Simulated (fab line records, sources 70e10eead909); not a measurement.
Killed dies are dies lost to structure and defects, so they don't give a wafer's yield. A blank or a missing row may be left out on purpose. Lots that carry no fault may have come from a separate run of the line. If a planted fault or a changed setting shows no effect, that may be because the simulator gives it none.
Chamber matching / flow nand harc / 4 sister chambers for NHARC_THIN_TSV_ETCH_15 on rie si-03
The step target depth 3000 nm, bosch target overetch cycles 2, bosch etch step 2.8 s. 7 wafers are shown with their chamber, then 7 later ones without.

EACH WAFER AND ITS CHAMBER
wafer=L687.4; chamber=3; drypump motor current A (A)=6.2; he backside leak sccm (sccm)=2.50
wafer=L687.6; chamber=1; drypump motor current A (A)=6.0; he backside leak sccm (sccm)=2.66
wafer=L691.1; chamber=2; drypump motor current A (A)=5.3; he backside leak sccm (sccm)=2.34
wafer=L691.3; chamber=0; drypump motor current A (A)=5.8; he backside leak sccm (sccm)=2.65
wafer=L691.4; chamber=3; drypump motor current A (A)=6.3; he backside leak sccm (sccm)=2.54
wafer=L699.1; chamber=2; drypump motor current A (A)=5.3; he backside leak sccm (sccm)=2.25
wafer=L699.2; chamber=1; drypump motor current A (A)=6.0; he backside leak sccm (sccm)=2.69

WAFERS MISSING THEIR CHAMBER
wafer=L699.4; drypump motor current A (A)=5.8; he backside leak sccm (sccm)=2.59
wafer=L702.2; drypump motor current A (A)=5.8; he backside leak sccm (sccm)=2.79
wafer=L702.3; drypump motor current A (A)=5.3; he backside leak sccm (sccm)=2.33
wafer=L702.4; drypump motor current A (A)=5.9; he backside leak sccm (sccm)=2.59
wafer=L704.2; drypump motor current A (A)=5.3; he backside leak sccm (sccm)=2.47
wafer=L704.3; drypump motor current A (A)=5.8; he backside leak sccm (sccm)=2.65
wafer=L704.6; drypump motor current A (A)=6.3; he backside leak sccm (sccm)=2.54

THE CHAMBER EACH PASSED THROUGH
wafer=L699.4; from the rows above=0; in truth=0
wafer=L702.2; from the rows above=0; in truth=0
wafer=L702.3; from the rows above=2; in truth=2
wafer=L702.4; from the rows above=can't be placed: 0 or 1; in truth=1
wafer=L704.2; from the rows above=2; in truth=2
wafer=L704.3; from the rows above=0; in truth=0
wafer=L704.6; from the rows above=3; in truth=3
6 of 7 placed correctly. From these rows, 1 cannot be placed; in 1 the true chamber is one of the candidates. Number placed wrongly: 0.
How it was worked out, from the rows above alone: a wafer's distance from a chamber is the root of the sum, over the readings, of the square of ((its reading less the chamber's mean) divided by the reading's scatter). The wafer belongs to the nearest chamber; if the next one is less than 2 further off, it can't be placed. The mean given for a chamber averages the wafers shown for that chamber. The scatter: take each reading less its chamber's mean, square it, sum over the shown wafers, divide by the number of wafers less the number of chambers, and take the root.
